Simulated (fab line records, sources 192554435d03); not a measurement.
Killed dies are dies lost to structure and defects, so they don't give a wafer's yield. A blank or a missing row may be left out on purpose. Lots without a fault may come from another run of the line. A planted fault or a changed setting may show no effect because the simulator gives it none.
fab line records | flow n5_finfet
record lots=6 wafers=18 last_day=18
route steps=1938 shown MIM_TOP_LITHO@1839 MIM_TOP_ETCH@1851 PASSIVATION@1936
lots that met no fault: from a run of the same line without faults
start_h: hours from the record's first day to the start of the lot's first wafer shown | wait_h: hours since the lot's step before | " the same as in the row above | L1.1+2: a row that stands for several wafers | - no value, or no start given | * or withheld: withheld | < > ~ a bound
route shown NAME@n: a module of which the file shows steps, and the number in the route of the first | usual: mean/standard deviation of fault-free wafers | same: alike in all rows | chamber/n: place in a boat | sites: the reading at each site | _std_site: their standard deviation | _edge_site: outer sites' mean less inner sites' | radius_mm: how far each site lies from the wafer's centre | mask NAME#n: copy n | behind: the tool/chamber that last shaped the wafer | hold: why the lot was held/for how many hours/how that ended | device: the transistor (n, p or np) that didn't switch | end of line: the same wafers' tests at the end of the route | a step without rows: its recipe alone | killed: dies lost to structure and defects at the first sort, not the wafer's yield | map: a wafer's dies, x killed, . not, _ none there
set.NAME: the setting as run; set.NAME@STEP: as run at that earlier step | model.NAME: the simulator's own value behind a step, which no gauge read
lots at some steps of the route; a table a step, a row a wafer
services: from which hour (start_h, from the record's first day; less than 0 if before it) a tool's chamber was out of use, for how many hours, and why
## steps
# step N5_MIM_TOP_LITHO_HMDS_01
# recipe time_s=60 temp_c=120
# step N5_MIM_TOP_LITHO_COAT_02
# recipe spin_rpm=* resist_thk_nm=*
# step N5_MIM_TOP_LITHO_EBR_04
# recipe solvent=PGMEA ebr_width_mm=1.5
# step N5_MIM_TOP_LITHO_SOFTBAKE_03
# recipe temp_c=100 time_s=90
# step N5_MIM_TOP_LITHO_EXPOSE_05
# recipe mask_id=MIM_TOP na=0.55 source_shape=conventional sigma_outer=0.8 polarization=unpolarized target_cd_nm=2000 dose_mj=20.5
# step N5_MIM_TOP_LITHO_PEB_06
# recipe peb_temp_c=withheld peb_time_s=*
# step N5_MIM_TOP_LITHO_DEVELOP_07
# recipe develop_time_s=60 rinse_liquid=diw dry=air_spin dev_temp_c=21
# step N5_MIM_TOP_LITHO_HARDBAKE_09
# recipe temp_c=130 time_s=120
# step N5_MIM_TOP_LITHO_CD_MEAS_08
# recipe target_cd_nm=2000 landing_energy_ev=500 detector=se_inlens
# usual cd_nm=2001.5/2.2
# columns lot.wafer tool chamber start_h wait_h cd_nm
L461.1 cd_sem-03 0 326.60 - 2005.0
L461.3 " 0 " " 2004.0
L461.4 " 0 " " 2005.2
L469.3 cd_sem-01 0 365.89 - 2001.8
L469.4 " 0 " " 1999.0
L469.6 " 0 " " 2003.2
L468.2 cd_sem-01 0 366.05 - 2002.1
L468.5 " 0 " " 1998.0
L468.6 " 0 " " 1998.0
L466.2 cd_sem-02 0 384.90 - 1997.6
L466.4 " 0 " " 1999.6
L466.6 " 0 " " 2004.3
L472.1 cd_sem-02 0 394.82 - 2000.7
L472.3 " 0 " " 1999.7
L472.6 " 0 " " 1998.1
L475.2 cd_sem-01 0 428.77 - 2007.1
L475.3 " 0 " " 1999.7
L475.4 " 0 " " 2004.0
# step N5_MIM_TOP_LITHO_OVL_MEAS_11
# recipe points_per_wafer=44
# usual MIM_TOP_OVL=-1/5.7
# same points_per_wafer=44
# columns lot.wafer tool chamber start_h wait_h MIM_TOP_OVL[nm]
L461.1 overlay-01 0 326.63 0.0 -7
L461.3 " 0 " " -4
L461.4 " 0 " " 1
L469.3 overlay-02 0 365.92 0.0 -6
L469.4 " 0 " " -6
L469.6 " 0 " " 4
L468.2 overlay-02 0 366.09 0.0 -7
L468.5 " 0 " " -3
L468.6 " 0 " " 1
L466.2 overlay-01 0 384.93 0.0 -5
L466.4 " 0 " " -11
L466.6 " 0 " " -6
L472.1 overlay-01 0 394.85 0.0 -5
L472.3 " 0 " " -5
L472.6 " 0 " " 0
L475.2 overlay-01 0 428.80 0.0 6
L475.3 " 0 " " 14
L475.4 " 0 " " 6
# step N5_MIM_TOP_LITHO_INSPECT_12
# recipe mode=adi inspect_instrument=macro
# usual raw_defect_count=1.9/1.6
# columns lot.wafer tool chamber start_h wait_h raw_defect_count
L461.1 defect_inspect-02 - 326.65 0.0 2
L461.3 " - " " 2
L461.4 " - " " 0
L469.3 defect_inspect-02 - 365.95 0.0 3
L469.4 " - " " 0
L469.6 " - " " 1
L468.2 defect_inspect-02 - 366.12 0.0 2
L468.5 " - " " 3
L468.6 " - " " 1
L466.2 defect_inspect-01 - 385.06 0.1 2
L466.4 " - " " 3
L466.6 " - " " 1
L472.1 defect_inspect-01 - 394.87 0.0 0
L472.3 " - " " 1
L472.6 " - " " 0
L475.2 defect_inspect-01 - 428.82 0.0 2
L475.3 " - " " 2
L475.4 " - " " 3
# step N5_MIM_TOP_LITHO_DESCUM_10
# recipe chemistry=O2 time_s=7.9 source_power_w=50 bias_power_w=20 pressure_mtorr=20 rf_frequency_hz=2.712e+07 temp_c=40 o2_flow_sccm=225
# usual bias_power_w=20.01/0.059 drypump_motor_current_A=5.6/0.48 oes_product_au=0.81/0.071 rf_vpp_V=243.3/1.6 showerhead_plenum_p_Torr=2.10/0.083 throttle_valve_pct=20.37/0.24
# columns lot.wafer tool chamber start_h wait_h bias_power_w drypump_motor_current_A oes_product_au rf_hours_counter_h rf_vpp_V showerhead_plenum_p_Torr throttle_valve_pct
L461.1 rie_diel-06 3 326.77 0.1 20.05 5.3 0.84 68 243.4 2.04 20.15
L461.3 " 1 " " 20.05 4.9 0.76 171 244.1 2.09 20.27
L461.4 " 2 " " 19.95 5.5 0.79 107 244.5 2.11 20.74
L469.3 rie_diel-06 3 366.30 0.4 20.06 5.3 0.83 82 242.7 2.04 20.16
L469.4 " 2 " " 19.99 5.5 0.78 120 242.3 2.10 20.76
L469.6 " 3 " " 20.01 5.3 0.83 - 241.3 2.04 20.16
L468.2 rie_diel-01 2 366.59 0.5 19.98 5.1 0.86 67 243.1 2.04 20.00
L468.5 " 1 " " 19.98 6.7 0.83 - 241.9 2.03 20.53
L468.6 " 2 " " 19.95 5.1 0.86 - 244.0 2.04 20.01
L466.2 rie_diel-06 3 385.09 0.0 20.06 5.3 0.81 89 243.7 2.03 20.18
L466.4 " 2 " " 19.95 5.5 0.77 126 242.6 2.10 20.79
L466.6 " 2 " " 19.91 5.5 0.77 - 242.5 2.10 20.77
L472.1 rie_diel-01 0 394.91 0.0 20.02 6.0 0.70 195 242.8 2.06 20.37
L472.3 " 1 " " 20.03 6.7 0.81 82 243.3 2.02 20.54
L472.6 " 0 " " 20.00 6.0 0.71 - 243.7 2.06 20.38
L475.2 rie_diel-06 1 428.92 0.1 20.03 4.9 0.73 205 243.6 2.07 20.32
L475.3 " 3 " " 20.00 5.3 0.80 105 241.5 2.03 20.20
L475.4 " 0 " " 20.01 5.6 0.82 90 244.4 2.21 20.44
# step N5_MIM_TOP_ETCH_ETCH_00
# recipe chemistry=Cl2/BCl3 target=TiN target_depth_a=385 ion_energy_ev=150 pressure_mtorr=10 icp_w=1000 bias_w=126 Cl2_flow_sccm=53.25 bcl3_flow_sccm=21.75 Ar_flow_sccm=25
# usual drypump_motor_current_A=5.8/0.38 oes_product_au=0.81/0.095 throttle_valve_pct=22.72/0.19
# columns lot.wafer tool chamber start_h wait_h drypump_motor_current_A oes_product_au rf_hours_counter_h throttle_valve_pct model.etch.depth_nm model.MIM_TOP_ETCH.feature_depth_nm model.coat_of_MIM_TOP_LITHO_COAT_02.thk_nm
L461.1 rie_metal-03 1 326.86 0.1 5.7 0.86 19 22.86 37.34 37.4 *
L461.3 " 0 " " 6.2 0.75 - 22.88 38.64 38.6 *
L461.4 " 1 " " 5.7 0.85 - 22.87 37.49 37.4 *
L469.3 rie_metal-02 0 366.45 0.1 5.8 0.67 - 22.59 38.97 39 *
L469.4 " 1 " " 5.3 0.80 - 22.98 38.73 38.8 *
L469.6 " 1 " " 5.3 0.81 - 22.98 39 39 *
L468.2 rie_metal-02 1 366.68 0.1 5.3 1.13 29 22.93 64.85 64.8 *
L468.5 " 0 " " 5.8 0.96 - 22.53 65.24 65.2 *
L468.6 " 1 " " 5.3 1.13 - 22.92 65.22 65.2 *
L466.2 rie_metal-02 0 385.18 0.1 5.8 0.95 97 22.54 64.97 65 *
L466.4 " 0 " " 5.8 0.94 - 22.55 64.59 64.6 *
L466.6 " 1 " " 5.3 1.12 - 22.92 64.63 64.6 *
L472.1 rie_metal-01 1 394.99 0.1 6.3 0.97 2 22.49 39.85 39.8 *
L472.3 " 1 " " 6.3 0.98 - 22.48 40.2 40.2 *
L472.6 " 1 " " 6.3 0.98 - 22.47 39.97 40 *
L475.2 rie_metal-03 1 429.00 0.1 5.7 0.81 29 22.88 37.71 37.8 *
L475.3 " 1 " " 5.7 0.82 - 22.88 37.56 37.6 *
L475.4 " 0 " " 6.2 0.72 - 22.90 38.59 38.6 *
# step N5_MIM_TOP_ETCH_STRIP_01
# recipe chemistry=O2 power_w=600 temp_c=60 pressure_mtorr=30 rf_frequency_hz=6e+07 bias_power_w=0 overash_fraction=0.5 o2_flow_sccm=225
# usual drypump_motor_current_A=5.7/0.45 oes_product_au=0.76/0.091 rf_vpp_V=3.7/1.3 showerhead_plenum_p_Torr=2.11/0.059 throttle_valve_pct=16.79/0.27
# same bias_power_w=0
# columns lot.wafer tool chamber start_h wait_h drypump_motor_current_A oes_product_au rf_hours_counter_h rf_vpp_V showerhead_plenum_p_Torr throttle_valve_pct
L461.1 rie_diel-03 0 327.00 0.1 5.5 0.82 101 1.5 2.03 16.74
L461.3 " 1 " " 5.1 0.74 195 3.9 2.10 16.91
L461.4 " 3 " " 5.6 0.73 - 3.6 2.17 17.18
L469.3 rie_diel-05 2 366.60 0.1 5.2 0.68 234 3.4 2.08 16.76
L469.4 " 3 " " 5.9 0.70 - 3.5 2.07 16.83
L469.6 " 2 " " 5.2 0.69 - 2.5 2.08 16.74
L468.2 rie_diel-04 1 366.89 0.2 5.6 0.72 169 6.0 2.09 17.05
L468.5 " 3 " " 4.9 0.91 - 2.7 2.06 16.57
L468.6 " 2 " " 6.6 0.88 - 2.5 2.23 16.26
L466.2 rie_diel-04 0 385.44 0.2 6.2 0.68 255 4.3 2.07 16.83
L466.4 " 2 " " 6.5 0.87 - 3.2 2.22 16.27
L466.6 " 1 " " 5.6 0.73 - 3.4 2.09 17.11
L472.1 rie_diel-05 3 395.32 0.3 5.8 0.70 225 4.8 2.07 16.88
L472.3 " 2 " " 5.2 0.67 240 4.4 2.08 16.72
L472.6 " 1 " " 5.6 0.67 - 5.0 2.07 16.91
L475.2 rie_diel-04 2 429.21 0.2 6.5 0.83 59 3.4 2.22 16.28
L475.3 " 3 " " 4.9 0.84 51 3.9 2.06 16.66
L475.4 " 1 " " 5.6 0.71 196 1.2 2.08 17.13
# step N5_PASSIVATION_PROBE_49
# usual defect_limited_yield=91.4/1.3 killed_at_M0_to_M3=34/10 killed_at_M4_up=14/5.6 killed_at_contacts=13/5.9 killed_at_front_end=37/9.9 killed_at_other=3.5/2.8 killed_dies=101/15 killed_on_rim=13/3.9 killed_open=67/12 killed_short=32/6.6 sort_bin_5_function=5.0/0.81 sort_bin_6_memory=3.2/0.66 sort_n_pass=1079/15 sort_yield_pct=91.4/1.3
# same gross_dies=1180 killed_at_back_side=0 sort_bin_4_leakage[%]=0 sort_bin_8_speed[%]=0
# columns lot.wafer tool chamber start_h wait_h defect_limited_yield[%] killed_at_M0_to_M3 killed_at_M4_up killed_at_contacts killed_at_front_end killed_at_other killed_dies killed_on_rim killed_open killed_short sort_bin_5_function[%] sort_bin_6_memory[%] sort_n_pass sort_yield_pct[%]
L466.2 prober-02 - 396.61 0.1 92.1 27 14 13 30 9 93 14 64 28 5.4 2.4 1087 92.1
L466.4 prober-02 - 396.71 0.2 90.5 38 13 9 51 1 112 14 78 33 5.7 3.5 1068 90.5
L466.6 prober-02 - 396.81 0.3 90.5 43 12 22 34 1 112 18 82 26 5.4 3.7 1068 90.5
# killed by level:class
L466.2 STI_FIN_REVEAL:geometric_particle:open=15 MOL_CONTACT_COAG:geometric_particle:open=12 BEOL_M3:geometric_particle:open=6 BEOL_M2:geometric_particle:open=5 PASS1_CAP:geometric_particle:short=5 BEOL_M0_SAQP:geometric_particle:open=4 DUMMY_GATE:geometric_particle:open=3 BEOL_M1:geometric_particle:short=3
L466.4 STI_FIN_REVEAL:geometric_particle:open=17 BEOL_M0_SAQP:geometric_particle:open=9 BEOL_M2:geometric_particle:open=9 MOL_CONTACT_COAG:geometric_particle:open=7 BEOL_M1:geometric_particle:open=7 GATE_CUT:geometric_particle:short=5 BEOL_M0_SAQP:geometric_particle:short=5 STARTING-WAFER:geometric_particle:short=5
L466.6 MOL_CONTACT_COAG:geometric_particle:open=16 BEOL_M1:geometric_particle:open=14 BEOL_M4:geometric_particle:open=8 BEOL_M0_SAQP:geometric_particle:open=8 STI_FIN_REVEAL:geometric_particle:open=6 MOL_CONTACT_COAG:geometric_particle:short=6 BEOL_M2:geometric_particle:open=6 GATE_CUT:geometric_particle:short=5
## services
# columns tool chamber start_h hours kind
rie_diel-04 0 322.48 6.7 repair
rie_diel-06 0 323.70 2.2 repair
rie_metal-02 1 325.37 6.3 repair
rie_metal-01 1 335.15 - clean
rie_metal-01 1 335.15 18.5 scheduled_down
rie_metal-01 1 335.15 18.5 vent_cycle
rie_diel-04 - 351.21 1.5 repair
rie_metal-01 - 365.07 14.6 pm
rie_diel-05 1 366.16 8.4 repair
rie_diel-05 - 374.16 14.6 pm
rie_diel-04 3 378.16 8.3 repair
rie_diel-05 0 389.04 11.5 repair
rie_diel-04 0 395.62 - clean
rie_diel-04 0 395.62 - consumable_replace:focus_ring
rie_diel-04 0 395.62 24.4 scheduled_down
rie_diel-04 0 395.62 24.4 vent_cycle
rie_diel-03 1 396.85 17.9 repair
rie_metal-02 1 396.90 33.4 repair
rie_diel-05 0 411.60 - clean
rie_diel-05 0 411.60 - consumable_replace:focus_ring
rie_diel-05 0 411.60 23.8 scheduled_down
rie_diel-05 0 411.60 23.8 vent_cycle
## key
first_sign step=N5_MIM_TOP_ETCH_ETCH_00 reading=oes_product_au direction=up sigmas=2.5 usual=0.81 struck=1.04
effect none on later readings
model_effect step=N5_MIM_TOP_ETCH_ETCH_00 value=etch.depth_nm without=38.95 struck=64.92
met_at N5_MIM_TOP_ETCH_ETCH_00
struck_wafers L466.2,L466.4,L466.6,L468.2,L468.5,L468.6
onset_between 366.45 366.68
fault kind=process_parameter_drift tool=rie_metal-02 chamber=- onset_h=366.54 steps=N5_MIM_TOP_ETCH_ETCH_00 channel=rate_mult offset=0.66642 shape=step end_h=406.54
